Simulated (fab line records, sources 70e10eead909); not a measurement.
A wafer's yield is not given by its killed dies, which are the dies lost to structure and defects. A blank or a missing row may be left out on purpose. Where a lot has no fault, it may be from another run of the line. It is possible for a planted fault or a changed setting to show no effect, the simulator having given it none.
fab line records || flow nand_harc || part 2 of 2: steps 15 to 23 of 23
[record] {"lots": 5, "wafers": 15, "last_day": 32}
route steps=1302 shown A_CHANNEL_HOLE_D1@464
lots with no fault: from the same line, run without faults
start_h: the number of hours between the record's first day and the start of the first shown wafer of the lot || wait_h: hours from the lot's prior step to this one || " the same as in the row above || L1.1+2: a row that stands for several wafers || - no value, or no start was given || * or withheld: withheld || < > ~ a bound
route shown NAME@n: NAME is a module with steps in the file, n the number in the route of the first one || usual: mean/standard deviation taken from wafers without a fault || same: alike in all rows || chamber/n: place in a boat || sites: each site's reading || _std_site: the standard deviation of these || _edge_site: mean of outer sites minus mean of inner sites || radius_mm: for every site, how far away it sits from the centre of the wafer || mask NAME#n: copy n || behind: the most recent tool/chamber to have shaped the wafer || hold: reason for holding the lot/hours on hold/outcome of the hold || device: the n, p or np transistor that did not switch || end of line: the tests these same wafers got at the end of their route || step lacking rows: just its recipe || killed: dies lost to structure and defects at the first sort, not the wafer's yield || map: per-die view of a wafer (x killed, . not killed, _ where there is no die)
set.NAME: the run value of the setting; set.NAME@STEP: its run value at that earlier step || model.NAME: the simulator's own value behind a step, which no gauge read
lots at some steps of the route; a table a step, a row a wafer
services: the hour from which a tool's chamber was out of use, counted from the record's first day as start_h (under 0 if before that day), plus the number of hours and why
[[steps]]
[step NHARC_A_CHANNEL_HOLE_D1_ETCH_26]
[recipe] {"bias_v": 300, "source_w": 2000, "pressure_mtorr": 30, "time_s": 224.1, "ar_flow_sccm": 375, "c4f8_flow_sccm": 11.4, "o2_flow_sccm": 113.6, "temp_c": -20, "target_depth_a": 3000, "chemistry": "C4F8/O2/Ar"}
[usual] {"bias_v": "300/3.1", "drypump_motor_current_A": "6.1/0.45", "showerhead_plenum_p_Torr": "3.65/0.11", "throttle_valve_pct": "24.583/0.0087"}
{"lot.wafer": "L077.1", "tool": "har_etch-02", "chamber": 0, "start_h": 223.44, "wait_h": 0.6, "bias_v": 301, "drypump_motor_current_A": 5.5, "rf_hours_counter_h": 313, "showerhead_plenum_p_Torr": 3.71, "throttle_valve_pct": 24.600}
{"lot.wafer": "L077.5", "tool": "har_etch-02", "chamber": 1, "start_h": 223.44, "wait_h": 0.6, "bias_v": 301, "drypump_motor_current_A": 5.6, "rf_hours_counter_h": "-", "showerhead_plenum_p_Torr": 3.56, "throttle_valve_pct": 24.585}
{"lot.wafer": "L077.6", "tool": "har_etch-02", "chamber": 0, "start_h": 223.44, "wait_h": 0.6, "bias_v": 300, "drypump_motor_current_A": 5.5, "rf_hours_counter_h": "-", "showerhead_plenum_p_Torr": 3.71, "throttle_valve_pct": 24.603}
{"lot.wafer": "L081.2", "tool": "har_etch-02", "chamber": 1, "start_h": 252.60, "wait_h": 0.7, "bias_v": 303, "drypump_motor_current_A": 5.7, "rf_hours_counter_h": 328, "showerhead_plenum_p_Torr": 3.56, "throttle_valve_pct": 24.592}
{"lot.wafer": "L081.4", "tool": "har_etch-02", "chamber": 1, "start_h": 252.60, "wait_h": 0.7, "bias_v": 303, "drypump_motor_current_A": 5.6, "rf_hours_counter_h": "-", "showerhead_plenum_p_Torr": 3.56, "throttle_valve_pct": 24.584}
{"lot.wafer": "L081.6", "tool": "har_etch-02", "chamber": 0, "start_h": 252.60, "wait_h": 0.7, "bias_v": 301, "drypump_motor_current_A": 5.5, "rf_hours_counter_h": "-", "showerhead_plenum_p_Torr": 3.70, "throttle_valve_pct": 24.572}
{"lot.wafer": "L080.1", "tool": "har_etch-01", "chamber": 0, "start_h": 254.26, "wait_h": 0.7, "bias_v": 299, "drypump_motor_current_A": 6.5, "rf_hours_counter_h": 134, "showerhead_plenum_p_Torr": 3.56, "throttle_valve_pct": 24.584}
{"lot.wafer": "L080.4", "tool": "har_etch-01", "chamber": 1, "start_h": 254.26, "wait_h": 0.7, "bias_v": 301, "drypump_motor_current_A": 6.4, "rf_hours_counter_h": "-", "showerhead_plenum_p_Torr": 3.75, "throttle_valve_pct": 24.588}
{"lot.wafer": "L080.6", "tool": "har_etch-01", "chamber": 0, "start_h": 254.26, "wait_h": 0.7, "bias_v": 300, "drypump_motor_current_A": 6.5, "rf_hours_counter_h": "-", "showerhead_plenum_p_Torr": 3.56, "throttle_valve_pct": 24.582}
{"lot.wafer": "L090.2", "tool": "har_etch-01", "chamber": 0, "start_h": 346.26, "wait_h": 0.7, "bias_v": 303, "drypump_motor_current_A": 6.6, "rf_hours_counter_h": 187, "showerhead_plenum_p_Torr": 3.53, "throttle_valve_pct": 24.568}
{"lot.wafer": "L090.1", "tool": "har_etch-01", "chamber": 1, "start_h": 346.26, "wait_h": 0.7, "bias_v": 298, "drypump_motor_current_A": 6.4, "rf_hours_counter_h": 187, "showerhead_plenum_p_Torr": 3.72, "throttle_valve_pct": 24.576}
{"lot.wafer": "L090.6", "tool": "har_etch-01", "chamber": 0, "start_h": 346.26, "wait_h": 0.7, "bias_v": 303, "drypump_motor_current_A": 6.5, "rf_hours_counter_h": "-", "showerhead_plenum_p_Torr": 3.53, "throttle_valve_pct": 24.587}
{"lot.wafer": "L096.1", "tool": "har_etch-02", "chamber": 1, "start_h": 402.02, "wait_h": 0.7, "bias_v": 299, "drypump_motor_current_A": 5.7, "rf_hours_counter_h": 7, "showerhead_plenum_p_Torr": 3.99, "throttle_valve_pct": 24.591}
{"lot.wafer": "L096.2", "tool": "har_etch-02", "chamber": 0, "start_h": 402.02, "wait_h": 0.7, "bias_v": 297, "drypump_motor_current_A": 5.5, "rf_hours_counter_h": 7, "showerhead_plenum_p_Torr": 3.66, "throttle_valve_pct": 24.576}
{"lot.wafer": "L096.4", "tool": "har_etch-02", "chamber": 1, "start_h": 402.02, "wait_h": 0.7, "bias_v": 299, "drypump_motor_current_A": 5.7, "rf_hours_counter_h": "-", "showerhead_plenum_p_Torr": 3.99, "throttle_valve_pct": 24.579}
[step NHARC_A_CHANNEL_HOLE_D1_ETCH_33]
[recipe] {"bias_v": 400, "source_w": 2000, "pressure_mtorr": 25, "time_s": 90, "ar_flow_sccm": 375, "c4f8_flow_sccm": 41.7, "o2_flow_sccm": 83.3, "temp_c": -20, "target_depth_a": 4000, "chemistry": "C4F8/O2/Ar"}
[usual] {"bias_v": "400/4.1", "drypump_motor_current_A": "6.0/0.45", "showerhead_plenum_p_Torr": "3.65/0.11", "throttle_valve_pct": "27.620/0.0089"}
{"lot.wafer": "L077.1", "tool": "har_etch-02", "chamber": 0, "start_h": 223.64, "wait_h": 0.2, "bias_v": 404, "drypump_motor_current_A": 5.5, "rf_hours_counter_h": 313, "showerhead_plenum_p_Torr": 3.71, "throttle_valve_pct": 27.631}
{"lot.wafer": "L077.5", "tool": "har_etch-02", "chamber": 1, "start_h": 223.64, "wait_h": 0.2, "bias_v": 394, "drypump_motor_current_A": 5.7, "rf_hours_counter_h": "-", "showerhead_plenum_p_Torr": 3.56, "throttle_valve_pct": 27.622}
{"lot.wafer": "L077.6", "tool": "har_etch-02", "chamber": 0, "start_h": 223.64, "wait_h": 0.2, "bias_v": 405, "drypump_motor_current_A": 5.5, "rf_hours_counter_h": "-", "showerhead_plenum_p_Torr": 3.71, "throttle_valve_pct": 27.608}
{"lot.wafer": "L081.2", "tool": "har_etch-02", "chamber": 1, "start_h": 252.80, "wait_h": 0.2, "bias_v": 398, "drypump_motor_current_A": 5.6, "rf_hours_counter_h": 328, "showerhead_plenum_p_Torr": 3.55, "throttle_valve_pct": 27.631}
{"lot.wafer": "L081.4", "tool": "har_etch-02", "chamber": 1, "start_h": 252.80, "wait_h": 0.2, "bias_v": 396, "drypump_motor_current_A": 5.7, "rf_hours_counter_h": "-", "showerhead_plenum_p_Torr": 3.55, "throttle_valve_pct": 27.633}
{"lot.wafer": "L081.6", "tool": "har_etch-02", "chamber": 0, "start_h": 252.80, "wait_h": 0.2, "bias_v": 405, "drypump_motor_current_A": 5.5, "rf_hours_counter_h": "-", "showerhead_plenum_p_Torr": 3.70, "throttle_valve_pct": 27.624}
{"lot.wafer": "L080.1", "tool": "har_etch-01", "chamber": 0, "start_h": 254.47, "wait_h": 0.2, "bias_v": 402, "drypump_motor_current_A": 6.5, "rf_hours_counter_h": 134, "showerhead_plenum_p_Torr": 3.56, "throttle_valve_pct": 27.624}
{"lot.wafer": "L080.4", "tool": "har_etch-01", "chamber": 1, "start_h": 254.47, "wait_h": 0.2, "bias_v": 401, "drypump_motor_current_A": 6.4, "rf_hours_counter_h": "-", "showerhead_plenum_p_Torr": 3.75, "throttle_valve_pct": 27.623}
{"lot.wafer": "L080.6", "tool": "har_etch-01", "chamber": 0, "start_h": 254.47, "wait_h": 0.2, "bias_v": 405, "drypump_motor_current_A": 6.5, "rf_hours_counter_h": "-", "showerhead_plenum_p_Torr": 3.56, "throttle_valve_pct": 27.627}
{"lot.wafer": "L090.2", "tool": "har_etch-01", "chamber": 0, "start_h": 346.46, "wait_h": 0.2, "bias_v": 403, "drypump_motor_current_A": 6.5, "rf_hours_counter_h": 187, "showerhead_plenum_p_Torr": 3.53, "throttle_valve_pct": 27.624}
{"lot.wafer": "L090.1", "tool": "har_etch-01", "chamber": 1, "start_h": 346.46, "wait_h": 0.2, "bias_v": 402, "drypump_motor_current_A": 6.4, "rf_hours_counter_h": 187, "showerhead_plenum_p_Torr": 3.72, "throttle_valve_pct": 27.608}
{"lot.wafer": "L090.6", "tool": "har_etch-01", "chamber": 0, "start_h": 346.46, "wait_h": 0.2, "bias_v": 395, "drypump_motor_current_A": 6.5, "rf_hours_counter_h": "-", "showerhead_plenum_p_Torr": 3.53, "throttle_valve_pct": 27.614}
{"lot.wafer": "L096.1", "tool": "har_etch-02", "chamber": 1, "start_h": 402.22, "wait_h": 0.2, "bias_v": 400, "drypump_motor_current_A": 5.6, "rf_hours_counter_h": 7, "showerhead_plenum_p_Torr": 3.98, "throttle_valve_pct": 27.612}
{"lot.wafer": "L096.2", "tool": "har_etch-02", "chamber": 0, "start_h": 402.22, "wait_h": 0.2, "bias_v": 398, "drypump_motor_current_A": 5.5, "rf_hours_counter_h": 7, "showerhead_plenum_p_Torr": 3.66, "throttle_valve_pct": 27.606}
{"lot.wafer": "L096.4", "tool": "har_etch-02", "chamber": 1, "start_h": 402.22, "wait_h": 0.2, "bias_v": 395, "drypump_motor_current_A": 5.6, "rf_hours_counter_h": "-", "showerhead_plenum_p_Torr": 3.98, "throttle_valve_pct": 27.620}
[step NHARC_A_CHANNEL_HOLE_D1_STRIP_41]
[recipe] {"n2_flow_sccm": 150, "h2_flow_sccm": 150, "ar_flow_sccm": 0, "bias_w": 0, "chemistry": "N2/H2"}
{"lot.wafer": "L077.1+6+5", "tool": "rie_diel-10", "chamber": "0,2,3", "start_h": 224.17, "wait_h": 0.5}
{"lot.wafer": "L081.4+2+6", "tool": "rie_diel-10", "chamber": "2,3,1", "start_h": 253.34, "wait_h": 0.4}
{"lot.wafer": "L080.1+4+6", "tool": "rie_diel-10", "chamber": "0,1,0", "start_h": 254.99, "wait_h": 0.5}
{"lot.wafer": "L090.1+2+6", "tool": "rie_diel-10", "chamber": "2,1,2", "start_h": 346.99, "wait_h": 0.5}
{"lot.wafer": "L096.1+4+2", "tool": "rie_diel-10", "chamber": "2,3,0", "start_h": 402.75, "wait_h": 0.5}
[step NHARC_A_CHANNEL_HOLE_D1_STRIP_42]
[recipe] {"cf4_flow_sccm": 100, "chf3_flow_sccm": 30, "ar_flow_sccm": 0, "bias_w": 0, "chemistry": "CF4/CHF3"}
{"lot.wafer": "L077.1+5+6", "tool": "rie_diel-10", "chamber": "0,0,1", "start_h": 224.24, "wait_h": 0.1}
{"lot.wafer": "L081.2+4+6", "tool": "rie_diel-10", "chamber": "0,2,0", "start_h": 253.43, "wait_h": 0.1}
{"lot.wafer": "L080.4+1+6", "tool": "rie_diel-10", "chamber": "3,1,3", "start_h": 255.09, "wait_h": 0.1}
{"lot.wafer": "L090.1+2+6", "tool": "rie_diel-10", "chamber": "0,1,2", "start_h": 347.09, "wait_h": 0.1}
{"lot.wafer": "L096.2+1+4", "tool": "rie_diel-10", "chamber": "0,2,3", "start_h": 402.85, "wait_h": 0.1}
[step NHARC_A_CHANNEL_HOLE_D1_STRIP_43]
[recipe] {"o2_flow_sccm": 400, "cos_flow_sccm": 20, "ar_flow_sccm": 0, "bias_w": 0, "chemistry": "O2/COS"}
{"lot.wafer": "L077.1+5+6", "tool": "rie_diel-10", "chamber": "3,0,1", "start_h": 224.31, "wait_h": 0.1}
{"lot.wafer": "L081.2+4+6", "tool": "rie_diel-10", "chamber": "1,2,1", "start_h": 253.49, "wait_h": 0.1}
{"lot.wafer": "L080.1+4+6", "tool": "rie_diel-10", "chamber": "3,2,3", "start_h": 255.15, "wait_h": 0.0}
{"lot.wafer": "L090.2+1+6", "tool": "rie_diel-10", "chamber": "1,0,2", "start_h": 347.14, "wait_h": 0.0}
{"lot.wafer": "L096.2+1+4", "tool": "rie_diel-10", "chamber": "3,0,2", "start_h": 402.91, "wait_h": 0.1}
[step NHARC_A_CHANNEL_HOLE_D1_ETCH_44]
[recipe] {"target_depth_a": 1400, "overetch_a": 140, "time_s": 77, "ion_energy_ev": 100, "cf4_flow_sccm": 80, "o2_flow_sccm": 20, "ar_flow_sccm": 0, "rf_w": 300, "bias_w": 100, "chemistry": "CF4/O2"}
[usual] {"drypump_motor_current_A": "5.9/0.38", "oes_ar_750_au": "1.000/0.0048", "oes_product_au": "1.005/0.012", "rf_vpp_V": "196.8/1.1", "showerhead_plenum_p_Torr": "1.28/0.038", "throttle_valve_pct": "13.397/0.0088"}
{"lot.wafer": "L077.1", "tool": "rie_diel-10", "chamber": 1, "start_h": 224.38, "wait_h": 0.1, "drypump_motor_current_A": 6.4, "oes_ar_750_au": 0.998, "oes_product_au": 1.015, "rf_hours_counter_h": 11, "rf_vpp_V": 197.0, "showerhead_plenum_p_Torr": 1.30, "throttle_valve_pct": 13.404}
{"lot.wafer": "L077.5", "tool": "rie_diel-10", "chamber": 3, "start_h": 224.38, "wait_h": 0.1, "drypump_motor_current_A": 5.4, "oes_ar_750_au": 0.996, "oes_product_au": 1.020, "rf_hours_counter_h": "-", "rf_vpp_V": 196.7, "showerhead_plenum_p_Torr": 1.26, "throttle_valve_pct": 13.410}
{"lot.wafer": "L077.6", "tool": "rie_diel-10", "chamber": 0, "start_h": 224.38, "wait_h": 0.1, "drypump_motor_current_A": 5.8, "oes_ar_750_au": 1.009, "oes_product_au": 1.001, "rf_hours_counter_h": "-", "rf_vpp_V": 195.9, "showerhead_plenum_p_Torr": 1.29, "throttle_valve_pct": 13.400}
{"lot.wafer": "L081.4", "tool": "rie_diel-10", "chamber": 1, "start_h": 253.55, "wait_h": 0.1, "drypump_motor_current_A": 6.4, "oes_ar_750_au": 0.995, "oes_product_au": 1.002, "rf_hours_counter_h": 0, "rf_vpp_V": 198.0, "showerhead_plenum_p_Torr": 1.30, "throttle_valve_pct": 13.392}
{"lot.wafer": "L081.2", "tool": "rie_diel-10", "chamber": 0, "start_h": 253.55, "wait_h": 0.1, "drypump_motor_current_A": 5.8, "oes_ar_750_au": 1.002, "oes_product_au": 1.007, "rf_hours_counter_h": 0, "rf_vpp_V": 196.3, "showerhead_plenum_p_Torr": 1.29, "throttle_valve_pct": 13.403}
{"lot.wafer": "L081.6", "tool": "rie_diel-10", "chamber": 2, "start_h": 253.55, "wait_h": 0.1, "drypump_motor_current_A": 5.9, "oes_ar_750_au": 1.004, "oes_product_au": 1.007, "rf_hours_counter_h": "-", "rf_vpp_V": 195.6, "showerhead_plenum_p_Torr": 1.27, "throttle_valve_pct": 13.395}
{"lot.wafer": "L080.1", "tool": "rie_diel-10", "chamber": 1, "start_h": 255.21, "wait_h": 0.1, "drypump_motor_current_A": 6.4, "oes_ar_750_au": 0.993, "oes_product_au": 1.011, "rf_hours_counter_h": 0, "rf_vpp_V": 197.0, "showerhead_plenum_p_Torr": 1.30, "throttle_valve_pct": 13.401}
{"lot.wafer": "L080.4", "tool": "rie_diel-10", "chamber": 0, "start_h": 255.21, "wait_h": 0.1, "drypump_motor_current_A": 5.8, "oes_ar_750_au": 0.994, "oes_product_au": 0.998, "rf_hours_counter_h": 0, "rf_vpp_V": 196.5, "showerhead_plenum_p_Torr": 1.29, "throttle_valve_pct": 13.390}
{"lot.wafer": "L080.6", "tool": "rie_diel-10", "chamber": 2, "start_h": 255.21, "wait_h": 0.1, "drypump_motor_current_A": 5.9, "oes_ar_750_au": 0.996, "oes_product_au": 1.004, "rf_hours_counter_h": "-", "rf_vpp_V": 197.5, "showerhead_plenum_p_Torr": 1.27, "throttle_valve_pct": 13.378}
{"lot.wafer": "L090.1", "tool": "rie_diel-10", "chamber": 0, "start_h": 347.21, "wait_h": 0.1, "drypump_motor_current_A": 5.8, "oes_ar_750_au": 0.992, "oes_product_au": 1.009, "rf_hours_counter_h": 8, "rf_vpp_V": 195.5, "showerhead_plenum_p_Torr": 1.29, "throttle_valve_pct": 13.397}
{"lot.wafer": "L090.2", "tool": "rie_diel-10", "chamber": 2, "start_h": 347.21, "wait_h": 0.1, "drypump_motor_current_A": 5.9, "oes_ar_750_au": 1.009, "oes_product_au": 1.006, "rf_hours_counter_h": 10, "rf_vpp_V": 197.4, "showerhead_plenum_p_Torr": 1.27, "throttle_valve_pct": 13.396}
{"lot.wafer": "L090.6", "tool": "rie_diel-10", "chamber": 3, "start_h": 347.21, "wait_h": 0.1, "drypump_motor_current_A": 5.4, "oes_ar_750_au": 0.996, "oes_product_au": 1.026, "rf_hours_counter_h": "-", "rf_vpp_V": 196.8, "showerhead_plenum_p_Torr": 1.26, "throttle_valve_pct": 13.382}
{"lot.wafer": "L096.2", "tool": "rie_diel-10", "chamber": 1, "start_h": 402.97, "wait_h": 0.1, "drypump_motor_current_A": 6.4, "oes_ar_750_au": 0.999, "oes_product_au": 1.010, "rf_hours_counter_h": 14, "rf_vpp_V": 196.4, "showerhead_plenum_p_Torr": 1.29, "throttle_valve_pct": 13.395}
{"lot.wafer": "L096.4", "tool": "rie_diel-10", "chamber": 2, "start_h": 402.97, "wait_h": 0.1, "drypump_motor_current_A": 5.9, "oes_ar_750_au": 1.006, "oes_product_au": 1.002, "rf_hours_counter_h": 14, "rf_vpp_V": 195.1, "showerhead_plenum_p_Torr": 1.27, "throttle_valve_pct": 13.388}
{"lot.wafer": "L096.1", "tool": "rie_diel-10", "chamber": 3, "start_h": 402.97, "wait_h": 0.1, "drypump_motor_current_A": 5.4, "oes_ar_750_au": 0.992, "oes_product_au": 1.005, "rf_hours_counter_h": 13, "rf_vpp_V": 195.4, "showerhead_plenum_p_Torr": 1.25, "throttle_valve_pct": 13.394}
[step NHARC_A_CHANNEL_HOLE_D1_STRIP_27]
[recipe] {"o2_flow_sccm": 500, "ar_flow_sccm": 0, "bias_w": 0, "chemistry": "O2"}
[usual] {"drypump_motor_current_A": "5.9/0.38", "oes_product_au": "1.006/0.011", "rf_vpp_V": "57.4/0.84", "showerhead_plenum_p_Torr": "3.40/0.097", "throttle_valve_pct": "17.036/0.0087"}
{"lot.wafer": "L077.1", "tool": "rie_diel-10", "chamber": 2, "start_h": "-", "wait_h": "-", "drypump_motor_current_A": 5.9, "oes_product_au": 1.018, "rf_hours_counter_h": 14, "rf_vpp_V": 56.6, "showerhead_plenum_p_Torr": 3.36, "throttle_valve_pct": 17.044}
{"lot.wafer": "L077.5", "tool": "rie_diel-10", "chamber": 2, "start_h": "-", "wait_h": "-", "drypump_motor_current_A": 5.9, "oes_product_au": 1.009, "rf_hours_counter_h": "-", "rf_vpp_V": 58.6, "showerhead_plenum_p_Torr": 3.36, "throttle_valve_pct": 17.025}
{"lot.wafer": "L077.6", "tool": "rie_diel-10", "chamber": 3, "start_h": "-", "wait_h": "-", "drypump_motor_current_A": 5.4, "oes_product_au": 1.014, "rf_hours_counter_h": "-", "rf_vpp_V": 56.9, "showerhead_plenum_p_Torr": 3.33, "throttle_valve_pct": 17.031}
{"lot.wafer": "L081.4", "tool": "rie_diel-10", "chamber": 1, "start_h": "-", "wait_h": "-", "drypump_motor_current_A": 6.4, "oes_product_au": 1.009, "rf_hours_counter_h": 0, "rf_vpp_V": 58.2, "showerhead_plenum_p_Torr": 3.43, "throttle_valve_pct": 17.027}
{"lot.wafer": "L081.2", "tool": "rie_diel-10", "chamber": 0, "start_h": "-", "wait_h": "-", "drypump_motor_current_A": 5.8, "oes_product_au": 0.996, "rf_hours_counter_h": 0, "rf_vpp_V": 57.4, "showerhead_plenum_p_Torr": 3.41, "throttle_valve_pct": 17.037}
{"lot.wafer": "L081.6", "tool": "rie_diel-10", "chamber": 2, "start_h": "-", "wait_h": "-", "drypump_motor_current_A": 5.9, "oes_product_au": 0.995, "rf_hours_counter_h": "-", "rf_vpp_V": 58.4, "showerhead_plenum_p_Torr": 3.36, "throttle_valve_pct": 17.027}
{"lot.wafer": "L080.1", "tool": "rie_diel-10", "chamber": 3, "start_h": "-", "wait_h": "-", "drypump_motor_current_A": 5.4, "oes_product_au": 1.003, "rf_hours_counter_h": 0, "rf_vpp_V": 56.8, "showerhead_plenum_p_Torr": 3.33, "throttle_valve_pct": 17.038}
{"lot.wafer": "L080.4", "tool": "rie_diel-10", "chamber": 1, "start_h": "-", "wait_h": "-", "drypump_motor_current_A": 6.4, "oes_product_au": 1.009, "rf_hours_counter_h": 0, "rf_vpp_V": 57.0, "showerhead_plenum_p_Torr": 3.43, "throttle_valve_pct": 17.054}
{"lot.wafer": "L080.6", "tool": "rie_diel-10", "chamber": 2, "start_h": "-", "wait_h": "-", "drypump_motor_current_A": 5.9, "oes_product_au": 1.003, "rf_hours_counter_h": "-", "rf_vpp_V": 56.9, "showerhead_plenum_p_Torr": 3.36, "throttle_valve_pct": 17.035}
{"lot.wafer": "L090.1", "tool": "rie_diel-10", "chamber": 0, "start_h": "-", "wait_h": "-", "drypump_motor_current_A": 5.8, "oes_product_au": 1.003, "rf_hours_counter_h": 8, "rf_vpp_V": 57.8, "showerhead_plenum_p_Torr": 3.40, "throttle_valve_pct": 17.035}
{"lot.wafer": "L090.2", "tool": "rie_diel-10", "chamber": 1, "start_h": "-", "wait_h": "-", "drypump_motor_current_A": 6.4, "oes_product_au": 1.011, "rf_hours_counter_h": 10, "rf_vpp_V": 55.4, "showerhead_plenum_p_Torr": 3.42, "throttle_valve_pct": 17.031}
{"lot.wafer": "L090.6", "tool": "rie_diel-10", "chamber": 0, "start_h": "-", "wait_h": "-", "drypump_motor_current_A": 5.8, "oes_product_au": 1.009, "rf_hours_counter_h": "-", "rf_vpp_V": 57.3, "showerhead_plenum_p_Torr": 3.40, "throttle_valve_pct": 17.020}
{"lot.wafer": "L096.1", "tool": "rie_diel-10", "chamber": 0, "start_h": "-", "wait_h": "-", "drypump_motor_current_A": 5.8, "oes_product_au": 0.984, "rf_hours_counter_h": 13, "rf_vpp_V": 57.7, "showerhead_plenum_p_Torr": 3.40, "throttle_valve_pct": 17.042}
{"lot.wafer": "L096.2", "tool": "rie_diel-10", "chamber": 2, "start_h": "-", "wait_h": "-", "drypump_motor_current_A": 5.9, "oes_product_au": 1.004, "rf_hours_counter_h": 14, "rf_vpp_V": 58.4, "showerhead_plenum_p_Torr": 3.36, "throttle_valve_pct": 17.044}
{"lot.wafer": "L096.4", "tool": "rie_diel-10", "chamber": 3, "start_h": "-", "wait_h": "-", "drypump_motor_current_A": 5.4, "oes_product_au": 1.005, "rf_hours_counter_h": 13, "rf_vpp_V": 56.2, "showerhead_plenum_p_Torr": 3.33, "throttle_valve_pct": 17.053}
[step NHARC_A_CHANNEL_HOLE_D1_PRECLEAN_28]
[recipe] {"time_s": "*", "temp_c": 50, "bath_age_min": 0, "chemistry": "SC1"}
[usual] {"bath_guard_temp_C": "50.1/0.55"}
{"lot.wafer": "L077.6", "tool": "wet_bench-07", "chamber": 2, "start_h": 225.05, "wait_h": "-", "bath_guard_temp_C": 50.5}
{"lot.wafer": "L077.1", "tool": "wet_bench-07", "chamber": 3, "start_h": 225.05, "wait_h": "-", "bath_guard_temp_C": 50.1}
{"lot.wafer": "L077.5", "tool": "wet_bench-07", "chamber": 4, "start_h": 225.05, "wait_h": "-", "bath_guard_temp_C": 50.2}
{"lot.wafer": "L081.6", "tool": "wet_bench-09", "chamber": 6, "start_h": 254.21, "wait_h": "-", "bath_guard_temp_C": 51.3}
{"lot.wafer": "L081.2", "tool": "wet_bench-09", "chamber": 7, "start_h": 254.21, "wait_h": "-", "bath_guard_temp_C": 50.5}
{"lot.wafer": "L081.4", "tool": "wet_bench-09", "chamber": 0, "start_h": 254.21, "wait_h": "-", "bath_guard_temp_C": 49.9}
{"lot.wafer": "L080.6", "tool": "wet_bench-09", "chamber": 5, "start_h": 255.86, "wait_h": "-", "bath_guard_temp_C": 49.2}
{"lot.wafer": "L080.1", "tool": "wet_bench-09", "chamber": 1, "start_h": 255.86, "wait_h": "-", "bath_guard_temp_C": 49.8}
{"lot.wafer": "L080.4", "tool": "wet_bench-09", "chamber": 2, "start_h": 255.86, "wait_h": "-", "bath_guard_temp_C": 49.9}
{"lot.wafer": "L090.1", "tool": "wet_bench-07", "chamber": 3, "start_h": 347.87, "wait_h": "-", "bath_guard_temp_C": 50.2}
{"lot.wafer": "L090.6", "tool": "wet_bench-07", "chamber": 5, "start_h": 347.87, "wait_h": "-", "bath_guard_temp_C": 50.7}
{"lot.wafer": "L090.2", "tool": "wet_bench-07", "chamber": 6, "start_h": 347.87, "wait_h": "-", "bath_guard_temp_C": 50.1}
{"lot.wafer": "L096.2", "tool": "wet_bench-09", "chamber": 4, "start_h": 403.62, "wait_h": "-", "bath_guard_temp_C": 49.3}
{"lot.wafer": "L096.1", "tool": "wet_bench-09", "chamber": 6, "start_h": 403.62, "wait_h": "-", "bath_guard_temp_C": 51.5}
{"lot.wafer": "L096.4", "tool": "wet_bench-09", "chamber": 7, "start_h": 403.62, "wait_h": "-", "bath_guard_temp_C": 50.5}
[step NHARC_A_CHANNEL_HOLE_D1_SRD_29]
{"lot.wafer": "L077.6+1+5", "tool": "wet_bench-07", "chamber": "2,3,4", "start_h": "-", "wait_h": "-"}
{"lot.wafer": "L081.6+2+4", "tool": "wet_bench-09", "chamber": "6,7,0", "start_h": "-", "wait_h": "-"}
{"lot.wafer": "L080.6+1+4", "tool": "wet_bench-09", "chamber": "5,1,2", "start_h": "-", "wait_h": "-"}
{"lot.wafer": "L090.1+6+2", "tool": "wet_bench-07", "chamber": "3,5,6", "start_h": "-", "wait_h": "-"}
{"lot.wafer": "L096.2+1+4", "tool": "wet_bench-09", "chamber": "4,6,7", "start_h": "-", "wait_h": "-"}
[[services]]
{"tool": "har_etch-01", "chamber": "-", "start_h": 193.19, "hours": 1.4, "kind": "repair"}
{"tool": "rie_diel-10", "chamber": 0, "start_h": 197.00, "hours": "-", "kind": "clean"}
{"tool": "rie_diel-10", "chamber": 1, "start_h": 197.00, "hours": "-", "kind": "clean"}
{"tool": "rie_diel-10", "chamber": 2, "start_h": 197.00, "hours": "-", "kind": "clean"}
{"tool": "rie_diel-10", "chamber": 3, "start_h": 197.00, "hours": "-", "kind": "clean"}
{"tool": "rie_diel-06", "chamber": "-", "start_h": 198.52, "hours": 1.4, "kind": "repair"}
{"tool": "rie_diel-01", "chamber": "-", "start_h": 204.96, "hours": 9.0, "kind": "pm"}
{"tool": "rie_diel-06", "chamber": 0, "start_h": 205.93, "hours": 4.1, "kind": "repair"}
{"tool": "rie_diel-10", "chamber": 1, "start_h": 210.27, "hours": 10.1, "kind": "repair"}
{"tool": "rie_diel-10", "chamber": 0, "start_h": 221.50, "hours": "-", "kind": "clean"}
{"tool": "rie_diel-10", "chamber": 1, "start_h": 221.50, "hours": "-", "kind": "clean"}
{"tool": "rie_diel-10", "chamber": 2, "start_h": 221.50, "hours": "-", "kind": "clean"}
{"tool": "rie_diel-10", "chamber": 3, "start_h": 221.50, "hours": "-", "kind": "clean"}
{"tool": "rie_diel-10", "chamber": "-", "start_h": 242.50, "hours": 9.0, "kind": "pm"}
{"tool": "rie_diel-10", "chamber": 0, "start_h": 242.50, "hours": 9.0, "kind": "vent_cycle"}
{"tool": "rie_diel-10", "chamber": 3, "start_h": 264.24, "hours": 5.9, "kind": "repair"}
{"tool": "rie_diel-10", "chamber": 0, "start_h": 275.42, "hours": 4.9, "kind": "repair"}
{"tool": "rie_diel-06", "chamber": 0, "start_h": 286.41, "hours": 2.5, "kind": "repair"}
{"tool": "rie_diel-10", "chamber": "-", "start_h": 292.27, "hours": 0.9, "kind": "repair"}
{"tool": "rie_diel-06", "chamber": "-", "start_h": 307.20, "hours": 9.0, "kind": "pm"}
{"tool": "wet_bench-07", "chamber": "-", "start_h": 336.02, "hours": 8.0, "kind": "pm"}
{"tool": "wet_bench-09", "chamber": "-", "start_h": 352.89, "hours": 8.0, "kind": "pm"}
{"tool": "har_etch-02", "chamber": "-", "start_h": 377.00, "hours": 17.0, "kind": "pm"}
{"tool": "rie_diel-01", "chamber": "-", "start_h": 382.14, "hours": 9.0, "kind": "pm"}
